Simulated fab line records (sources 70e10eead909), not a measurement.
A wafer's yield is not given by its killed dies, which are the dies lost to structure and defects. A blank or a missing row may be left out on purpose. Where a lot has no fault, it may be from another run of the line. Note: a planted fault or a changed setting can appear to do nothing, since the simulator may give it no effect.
Which of the tools did it? + flow nand harc + 12 lots, 36 wafers sampled, at 6 steps of a route of 1302

## WHAT THE GAUGES SHOWED, per wafer
NHARC_A_ZERO_WELL_CD_MEAS_10 targets a cd of 2000 nm.
| lot  | measured     | on        | cd nm (nm)           |
|------|--------------|-----------|----------------------|
| L075 | day 7 08:13  | cd sem-03 | 2000.9 1996.7 1995.9 |
| L077 | day 8 07:56  | cd sem-02 | 2001.8 1998.5 2001.3 |
| L079 | day 8 23:25  | cd sem-02 | 2000.9 1999.9 1999.9 |
| L080 | day 9 15:52  | cd sem-01 | 2000.3 2002.7 2000.6 |
| L083 | day 10 20:57 | cd sem-02 | 2001.6 1997.2 1999.6 |
| L085 | day 11 18:04 | cd sem-02 | 1997.7 1993.8 1995.1 |
| L086 | day 12 02:30 | cd sem-03 | 1997.3 1993.6 1995.0 |
| L089 | day 12 22:27 | cd sem-02 | 2002.2 1997.9 1997.7 |
| L091 | day 13 22:15 | cd sem-03 | 1995.4 1995.3 1997.2 |
| L093 | day 14 15:51 | cd sem-03 | 2003.1 1998.7 2001.1 |
| L095 | day 15 14:25 | cd sem-03 | 1997.6 1996.9 1998.5 |
| L097 | day 16 05:04 | cd sem-02 | 1997.0 1999.7 2003.8 |

## EACH LOT AND THE TOOL THAT RAN IT (in order: tool; ch and the chambers of the sampled wafers; start)
| lot  | NHARC_P_M0_DESCUM_14               | NHARC_P_M0_ANNEAL_30             | NHARC_P_M2_PRE_CLEAN_30                 | NHARC_P_BONDPAD_ETCH_37            | NHARC_P_BONDPAD_PRE_CLEAN_26            |
|------|------------------------------------|----------------------------------|-----------------------------------------|------------------------------------|-----------------------------------------|
| L075 | rie diel-01 ch 0,2, day 6 15:32    | rtp anneal-02 ch 0, day 6 17:11  | pvd sputter-01, day 7 04:28 or earlier  | rie diel-05 ch 0,1, day 7 04:28    | pvd sputter-03, day 7 08:13 or earlier  |
| L077 | rie diel-06 ch 0,2,3, day 7 15:13  | rtp anneal-02 ch 0, day 7 17:19  | pvd sputter-02, day 8 04:17 or earlier  | rie diel-07 ch 0,3, day 8 04:17    | pvd sputter-02, day 8 07:56 or earlier  |
| L079 | rie diel-01 ch 0,1, day 8 06:08    | rtp anneal-01 ch 0, day 8 08:07  | pvd sputter-02, day 8 19:38 or earlier  | rie diel-07 ch 1,2,3, day 8 19:38  | pvd sputter-01, day 8 23:25 or earlier  |
| L080 | rie diel-06 ch 0,2,3, day 8 23:33  | rtp anneal-01 ch 0, day 9 01:20  | pvd sputter-03, day 9 12:13 or earlier  | rie diel-12 ch 0,1,2, day 9 12:13  | pvd sputter-03, day 9 15:52 or earlier  |
| L083 | rie diel-06 ch 1,2,3, day 10 03:24 | rtp anneal-02 ch 0, day 10 05:20 | pvd sputter-02, day 10 17:00 or earlier | rie diel-12 ch 0,2, day 10 17:00   | pvd sputter-02, day 10 20:57 or earlier |
| L085 | rie diel-06 ch 0,1, day 10 20:30   | rtp anneal-02 ch 0, day 11 02:25 | pvd sputter-02, day 11 14:17 or earlier | rie diel-05 ch 1,3, day 11 14:17   | pvd sputter-01, day 11 18:04 or earlier |
| L086 | rie diel-06 ch 0,2,3, day 11 09:21 | rtp anneal-02 ch 0, day 11 11:51 | pvd sputter-02, day 11 22:37 or earlier | rie diel-07 ch 0,1,2, day 11 22:37 | pvd sputter-02, day 12 02:30 or earlier |
| L089 | rie diel-06 ch 1,3, day 12 04:36   | rtp anneal-01 ch 0, day 12 06:56 | pvd sputter-02, day 12 18:34 or earlier | rie diel-12 ch 0,1,2, day 12 18:34 | pvd sputter-01, day 12 22:27 or earlier |
| L091 | rie diel-01 ch 2,3, day 13 05:34   | rtp anneal-01 ch 0, day 13 07:28 | pvd sputter-02, day 13 18:29 or earlier | rie diel-12 ch 0,3, day 13 18:29   | pvd sputter-02, day 13 22:15 or earlier |
| L093 | rie diel-01 ch 1,2,3, day 13 22:20 | rtp anneal-01 ch 0, day 14 00:16 | pvd sputter-01, day 14 11:45 or earlier | rie diel-12 ch 0,1,2, day 14 11:45 | pvd sputter-01, day 14 15:51 or earlier |
| L095 | rie diel-13 ch 1,2, day 14 21:40   | rtp anneal-01 ch 0, day 14 23:29 | pvd sputter-01, day 15 10:38 or earlier | rie diel-12 ch 0,2,3, day 15 10:38 | pvd sputter-02, day 15 14:25 or earlier |
| L097 | rie diel-06 ch 0,3, day 15 12:22   | rtp anneal-01 ch 0, day 15 14:22 | pvd sputter-01, day 16 01:16 or earlier | rie diel-07 ch 2,3, day 16 01:16   | pvd sputter-01, day 16 05:04 or earlier |
- NHARC_P_M0_DESCUM_14: chemistry O2, time 3 s.
- NHARC_P_M0_ANNEAL_30: time 90 s.
- NHARC_P_M2_PRE_CLEAN_30: time 30 s.
- NHARC_P_BONDPAD_ETCH_37: etches the open film in N2/H2, target depth 60 nm, overetch 18 nm, time 65.91 s.
- NHARC_P_BONDPAD_PRE_CLEAN_26: time 30 s.

## THE ANSWER, worked out from the rows above alone
Rule: usual is defined by the lots themselves. The widest of any qualifying gaps counts: lots, ordered by their means at a reading, are off when they make up no more than a third of the lots, leave a main group of 4 or more, and stand apart from it by 3 or more times the standard deviation of that group's means. A main group whose means are all the same, to the digits that the tables above print for the reading, isn't used. Also off: a lot with no number at a reading for which 4 or more lots have one. The other lots that the step has rows for count as sound.
No lot is off on any of the readings shown, so nothing can be concluded from this.

## WHAT THE SIMULATOR PUT IN
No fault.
